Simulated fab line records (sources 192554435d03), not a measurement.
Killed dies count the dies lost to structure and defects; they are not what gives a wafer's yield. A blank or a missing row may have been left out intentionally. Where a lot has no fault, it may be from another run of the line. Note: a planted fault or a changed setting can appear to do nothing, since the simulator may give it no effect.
Split-lot experiment | flow n5-finfet | 21 wafers read from 7 lots, route of 1938 steps

## ABOUT THE SPLIT
At N5_BEOL_M1_TRENCH_ETCH_37 (etches SiOC in C4F6/O2, target depth 55.207 nm, time 29 s), the setting bias-w was moved away from the recipe's 185 W on 6 of the 21 wafers read, by -16.1% to +16.2%. The other wafers ran this setting at the recipe's value.

The reading is taken at the split's own step.

## THE READING
rf-vpp-V, in V, at N5_BEOL_M1_TRENCH_ETCH_37 (etches SiOC in C4F6/O2, target depth 55.207 nm, time 29 s). Fault-free wafers of this fab line usually give 659 V, standard deviation 10 V.

wafer  | tool, chamber at the split | bias-w as run, W | against the recipe | rf-vpp-V, V | against lot-mates on the recipe
L075.1 | rie-diel-01, 0             | 155.3            | -16.1%             | 571         | -79
L075.3 | rie-diel-01, 1             | 185              | recipe             | 650         | -
L075.6 | rie-diel-01, 2             | 155.3            | -16.1%             | 580         | -70
L080.2 | rie-diel-01, 0             | 185              | recipe             | 654         | -
L080.3 | rie-diel-01, 1             | 185              | recipe             | 649         | -
L080.5 | rie-diel-01, 0             | 185              | recipe             | 654         | -
L085.3 | rie-diel-02, 2             | 185              | recipe             | 661         | -
L085.5 | rie-diel-02, 2             | 185              | recipe             | 661         | -
L085.6 | rie-diel-02, 1             | 185              | recipe             | 646         | -
L084.1 | rie-diel-03, 3             | 185              | recipe             | 655         | -
L084.5 | rie-diel-03, 0             | 169.4            | -8.4%              | 620         | -34
L084.6 | rie-diel-03, 1             | 185              | recipe             | 653         | -
L089.2 | rie-diel-01, 3             | 185              | recipe             | 681         | -
L089.5 | rie-diel-01, 3             | 185              | recipe             | 680         | -
L089.6 | rie-diel-01, 0             | 185              | recipe             | 654         | -
L094.1 | rie-diel-01, 3             | 215              | +16.2%             | 766         | +117
L094.2 | rie-diel-01, 2             | 215              | +16.2%             | 752         | +103
L094.4 | rie-diel-01, 1             | 185              | recipe             | 649         | -
L096.1 | rie-diel-03, 0             | 185              | recipe             | 663         | -
L096.3 | rie-diel-03, 2             | 164.4            | -11.1%             | 595         | -68
L096.6 | rie-diel-03, 0             | 185              | recipe             | 664         | -

THE FIT
A straight line over all 21 wafers: rf-vpp-V changes by +5.65 V for each +1% of bias-w; r = +0.98; the points scatter about the line by 10 V.
The same after taking each lot's own level away (the mean of its wafers on the recipe; 21 wafers): +5.73 V for each +1%; r = +0.98; scatter 10 V.
According to that fit, moving bias-w by its largest amount changes the reading by 93 V.
The span of the lots' own levels, 649.0 to 671.7 V, comes to 2.3 times the standard deviation stated above.
Hence the lot-to-lot level has little effect on the slope; both slopes agree.
Check: for one of the wafers moved furthest among these (+16.2%), held out of the fit, the line's prediction against its lot-mates is +88.4 V. Against them it came out at +117 V.
Tool readings at the split's step, against how far the setting was moved: rf-vpp-V r = +0.98.

## OTHER SPLITS APPLIED TO THESE WAFERS
Note: prior to the reading, these wafers also went through further splits. Each is held against what the fit with the lots' levels taken away leaves over:
other split on the same wafers            | wafers away from the commonest value | r with rf-vpp-V (lot level and that fit taken away)
N5_BEOL_M0_CUTY_DESCUM_61 time-s          | 6                                    | -0.19
N5_BEOL_M0_TRENCH_ETCH_107 target-depth-a | 7                                    | -0.08
N5_BEOL_M1_VIA_ETCH_34 bias-w             | 10                                   | +0.06

## THE FILE'S OWN FIT
rf-vpp-V changes by +5.61 V for each +1% of bias-w, r = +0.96.
